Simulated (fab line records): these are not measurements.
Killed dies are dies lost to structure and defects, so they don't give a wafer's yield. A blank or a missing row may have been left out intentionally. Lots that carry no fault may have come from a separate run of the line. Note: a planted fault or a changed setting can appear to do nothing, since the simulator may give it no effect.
fab line records ; flow n5-finfet
[record] lots = 7; wafers = 39
route steps=1938 shown FIN_SAQP@131 DUMMY_GATE@214 HKMG_FIN@388 MOL_CONTACT_COAG@608 BEOL_M4@1111
start-h: the number of hours between the record's first day and the start of the first shown wafer of the lot ; wait-h: hours from the lot's prior step to this one ; " unchanged from the row above ; L1.1+2: several wafers, shown together as one row ; - value missing, or start not given ; * or withheld: withheld ; < > ~ a bound
route shown NAME@n: a module of which the file shows steps, and the number in the route of the first ; usual: mean/standard deviation taken from wafers without a fault ; same: alike in all rows ; chamber/n: place in a boat ; sites: per-site readings ; _std_site: their standard deviation ; _edge_site: the outer-site mean with the inner-site mean subtracted ; radius-mm: how far each site lies from the wafer's centre ; mask NAME#n: copy n ; behind: the last tool/chamber to shape the wafer ; hold: what put the lot on hold/how long, in hours/how the hold closed ; device: the n, p or np transistor that did not switch ; end of line: tests of these same wafers at the route's end ; a step without rows: its recipe alone ; killed: dies lost to structure and defects at the first sort, not the wafer's yield ; map: shows each die of a wafer: x if killed, . if not, _ if none is there
set.NAME: the setting the step ran with; set.NAME@STEP: the setting that earlier step ran with ; model.NAME: the simulator's own value behind a step, which no gauge read
lots with deliberately changed settings; one table per step, one row per wafer
[[steps]]
[step N5_FIN_SAQP_MANDREL_ETCH_58]
[recipe] chemistry = HBr/Cl2; target = a-Si; target-depth-a = 450; bt-time-s = 10; stop-on = SiNx; mask-material = SiO2; over-etch-frac = 0.8; time-s = 27; pressure-mtorr = 10; icp-w = 800; bias-w = 75; HBr_flow_sccm = 150; Cl2_flow_sccm = 80; ends = end-point
[step N5_DUMMY_GATE_ALD_02]
[recipe] material = SiO2; target-thk-a = 20; temp-c = 300; ald-precursor-family = BDEAS; ald-co-reactant = O2-plasma; pulse-time-s = 1; pressure-torr = 2
[step N5_DUMMY_GATE_ETCH_37]
[recipe] chemistry = N2/H2; target = SOC; target-depth-a = 600; overetch-a = 300; temp-c = 40; ion-energy-ev = 200; pressure-mtorr = 30; source-w = 840; bias-w = 150; n2-flow-sccm = 200; h2-flow-sccm = 200
[step N5_DUMMY_GATE_ETCH_31]
[recipe] chemistry = C4F6/O2; target = SiO2; mask-material = SOC; target-depth-a = 825; time-s = 27.5; ion-energy-ev = 250; pressure-mtorr = 30; source-w = 345; bias-w = 185; Ar_flow_sccm = 300; C4F6_flow_sccm = 10; O2_flow_sccm = 10
[step N5_DUMMY_GATE_ETCH_32]
[recipe] chemistry = CF4; target = SiO2; target-depth-a = 35; time-s = 3.9; ion-energy-ev = 350; pressure-mtorr = 10; icp-w = 800; bias-w = 400; cf4-flow-sccm = 80
[step N5_DUMMY_GATE_ETCH_42]
[recipe] chemistry = CHF3/O2; target = SiO2; target-depth-a = 35; time-s = 31; ion-energy-ev = 30; bias-w = 12; pressure-mtorr = 30; source-w = 600; Ar_flow_sccm = 200; CHF3_flow_sccm = 50; O2_flow_sccm = 5
[step N5_HKMG_FIN_ALD_74]
[recipe] material = La2O3; target-thk-a = 5; temp-c = 250; ald-precursor-family = La-Cp; ald-co-reactant = O3; pulse-time-s = 6; co-reactant-pulse-time-s = 1; purge-time-s = 3; co-reactant-purge-time-s = 3
[step N5_MOL_CONTACT_COAG_ALD_133]
[recipe] material = SiO2; target-thk-a = 50; temp-c = 100; ald-precursor-family = BDEAS; ald-co-reactant = O2-plasma; pulse-time-s = 1; co-reactant-pulse-time-s = 1; purge-time-s = 2; co-reactant-purge-time-s = 2; ald-cycles = 35; pressure-torr = 2
[step N5_BEOL_M4_RC_MEAS_101]
[usual] VT_N_LVT = 100/3.6; VT_P = -250/3.8; VT_P_LONG = -275/3.6
lot.wafer;tool;chamber;start-h;wait-h;set.icp-w@FIN_SAQP_MANDREL_ETCH_58;set.temp-c@DUMMY_GATE_ALD_02;set.source-w@DUMMY_GATE_ETCH_37;set.target-depth-a@DUMMY_GATE_ETCH_31;set.time-s@DUMMY_GATE_ETCH_32;set.bias-w@DUMMY_GATE_ETCH_42;set.target-thk-a@HKMG_FIN_ALD_74;set.temp-c@MOL_CONTACT_COAG_ALD_133;VT_N_LVT[mV];VT_P[mV];VT_P_LONG[mV]
L076.1;prober-01;0;176.20;0.0;800;308;840;825;4.266;12;5;100;102;-245;-273
L076.2;prober-01;0;176.20;0.0;671.7;300;679.7;825;4.266;10;5;100;105;-251;-271
L076.3;prober-01;0;176.20;0.0;800;308;679.7;825;4.266;12;5.515;97.76;96;-256;-278
L076.4;prober-01;0;176.20;0.0;671.7;300;840;825;3.9;12;5;97.76;96;-245;-271
L076.5;prober-01;0;176.20;0.0;800;300;679.7;825;3.9;10;5.515;100;91;-254;-280
L076.6;prober-01;0;176.20;0.0;671.7;308;840;825;3.9;10;5.515;97.76;90;-255;-277
L080.1;prober-02;0;206.40;0.0;800;287.8;887;762.4;3.9;13.71;5;103.6;100;-254;-279
L080.2;prober-02;0;206.40;0.0;900.2;300;840;825;3.24;13.71;5.585;103.6;89;-259;-288
L080.3;prober-02;0;206.40;0.0;800;300;887;825;3.9;12;5.585;100;88;-260;-288
L080.4;prober-02;0;206.40;0.0;800;287.8;840;762.4;3.9;12;5.585;100;90;-265;-288
L080.5;prober-02;0;206.40;0.0;900.2;300;887;762.4;3.24;13.71;5;100;105;-255;-279
L080.6;prober-02;0;206.40;0.0;900.2;287.8;840;825;3.24;12;5;103.6;98;-253;-278
L086.1;prober-01;0;246.02;0.0;800;300;984.7;922.9;3.9;12;5;100;99;-245;-275
L086.2;prober-01;0;246.02;0.0;800;294.8;984.7;825;3.9;10.43;5;102.7;93;-244;-276
L086.3;prober-01;0;246.02;0.0;897.2;300;984.7;825;3.9;12;5;102.7;96;-248;-275
L086.4;prober-01;0;246.02;0.0;897.2;294.8;840;922.9;3.9;12;5;100;99;-248;-276
L086.5;prober-01;0;246.02;0.0;897.2;294.8;840;825;3.9;10.43;5;100;96;-249;-272
L086.6;prober-01;0;246.02;0.0;800;300;840;922.9;3.9;10.43;5;102.7;98;-251;-273
L087.1;prober-01;0;252.42;0.0;800;304.6;840;825;4.383;12;5;102;98;-247;-273
L087.2;prober-01;0;252.42;0.0;800;300;840;825;4.383;12;5;100;97;-247;-274
L087.3;prober-01;0;252.42;0.0;800;300;991.9;825;4.383;12;5.334;100;90;-250;-279
L087.4;prober-01;0;252.42;0.0;800;300;991.9;825;3.9;12;5;102;101;-250;-270
L087.5;prober-01;0;252.42;0.0;800;304.6;840;825;3.9;12;5.334;102;96;-255;-276
L087.6;prober-01;0;252.42;0.0;800;304.6;991.9;825;3.9;12;5.334;100;94;-251;-279
L090.1;prober-02;0;276.00;0.0;745.6;300;840;825;3.9;12;5;100;98;-254;-274
L090.2;prober-02;0;276.00;0.0;800;306;886.4;825;3.9;12;4.688;97.03;102;-246;-272
L090.3;prober-02;0;276.00;0.0;745.6;306;840;899.5;4.75;12;5;97.03;94;-247;-275
L090.4;prober-02;0;276.00;0.0;800;306;840;825;4.75;12;4.688;100;106;-245;-271
L090.5;prober-02;0;276.00;0.0;800;300;886.4;899.5;4.75;12;4.688;100;105;-245;-268
L090.6;prober-02;0;276.00;0.0;745.6;300;886.4;899.5;3.9;12;5;97.03;95;-248;-274
L094.1;prober-02;0;287.61;0.0;800;300;840;753;3.9;12;5.213;100;94;-253;-278
L094.2;prober-02;0;287.61;0.0;800;300;840;753;3.9;12;5;100;98;-253;-276
L094.3;prober-02;0;287.61;0.0;800;300;840;825;4.448;12;5;100;101;-253;-275
L094.4;prober-02;0;287.61;0.0;800;311.4;840;825;4.448;12;5.213;100;101;-257;-280
L094.5;prober-02;0;287.61;0.0;800;311.4;840;825;3.9;12;5;100;101;-251;-275
L094.6;prober-02;0;287.61;0.0;800;311.4;840;753;4.448;12;5.213;100;100;-258;-280
L096.1;prober-01;0;310.95;0.0;800;300;840;825;3.9;12;5;100;97;-243;-278
L096.5;prober-01;0;310.95;0.0;800;300;840;825;3.9;12;5;100;106;-248;-276
L096.6;prober-01;0;310.95;0.0;800;300;840;825;3.9;12;5;100;105;-253;-277
[[key]]
[split] step = N5_FIN_SAQP_MANDREL_ETCH_58; setting = icp-w; stated-as = 800
response none clear
[split] step = N5_DUMMY_GATE_ALD_02; setting = temp-c; stated-as = 300
response none clear
[split] step = N5_DUMMY_GATE_ETCH_37; setting = source-w; stated-as = 840
response none clear
[split] step = N5_DUMMY_GATE_ETCH_31; setting = target-depth-a; stated-as = 825
response none clear
[split] step = N5_DUMMY_GATE_ETCH_32; setting = time-s; stated-as = 3.9
response none clear
[split] step = N5_DUMMY_GATE_ETCH_42; setting = bias-w; stated-as = 12
response none clear
[split] step = N5_HKMG_FIN_ALD_74; setting = target-thk-a; stated-as = 5
[response] step = N5_BEOL_M4_RC_MEAS_101; reading = VT_P_LONG; slope = -0.77; per = 1%; together-with = all; explained = 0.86
[response] step = N5_BEOL_M4_RC_MEAS_101; reading = VT_N_LVT; slope = -0.945; per = 1%; together-with = all; explained = 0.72
[response] step = N5_BEOL_M4_RC_MEAS_101; reading = VT_P; slope = -0.672; per = 1%; together-with = all; explained = 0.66
[split] step = N5_MOL_CONTACT_COAG_ALD_133; setting = temp-c; stated-as = 100
response none clear
